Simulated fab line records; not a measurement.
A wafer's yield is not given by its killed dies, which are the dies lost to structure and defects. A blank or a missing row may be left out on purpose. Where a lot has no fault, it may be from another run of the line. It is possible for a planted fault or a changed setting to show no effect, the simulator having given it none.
Matching of chambers ; flow nand-harc ; 4 sister chambers for NHARC_A_STAIRCASE_ETCHBACK_157 on rie-diel-10
The step etches the open film in CH3F/O2, target depth 90 nm, time 167.14 s. 8 wafers are shown with their chamber, then 7 later ones without.

== EACH WAFER AND ITS CHAMBER ==
wafer;chamber;showerhead-plenum-p-Torr (Torr);drypump-motor-current-A (A)
L780.5;3;2.34;5.5
L781.1;3;2.33;5.4
L781.5;2;2.30;5.5
L795.1;1;2.46;5.3
L795.2;2;2.29;5.5
L795.4;0;2.34;5.5
L797.4;0;2.34;5.5
L797.5;1;2.46;5.3

== WAFERS WITHOUT THEIR CHAMBER ==
wafer;showerhead-plenum-p-Torr (Torr);drypump-motor-current-A (A)
L797.6;2.66;5.5
L800.1;2.31;5.5
L800.2;2.45;5.3
L800.6;2.45;5.3
L801.3;2.31;5.4
L801.4;2.45;5.3
L801.5;2.45;5.3

== EACH ONE'S CHAMBER ==
wafer;from the rows above;in truth
L797.6;1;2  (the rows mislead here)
L800.1;2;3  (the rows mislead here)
L800.2;1;1
L800.6;1;1
L801.3;can't be placed: 2 or 3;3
L801.4;1;1
L801.5;1;1
Correctly placed: 4 of 7. From these rows, 1 cannot be placed; in 1 the true chamber is one of the candidates. Placed wrongly: 2.
How it was worked out, from the rows above alone: a wafer's distance from a chamber is the root of the sum, over the readings, of the square of ((its reading less the chamber's mean) divided by the reading's scatter). If the next closest chamber is less than 2 further off than the closest, the wafer can't be placed; otherwise it belongs to the closest. The mean given for a chamber averages the wafers shown for that chamber. The scatter: take each reading less its chamber's mean, square it, sum over the shown wafers, divide by the number of wafers less the number of chambers, and take the root.
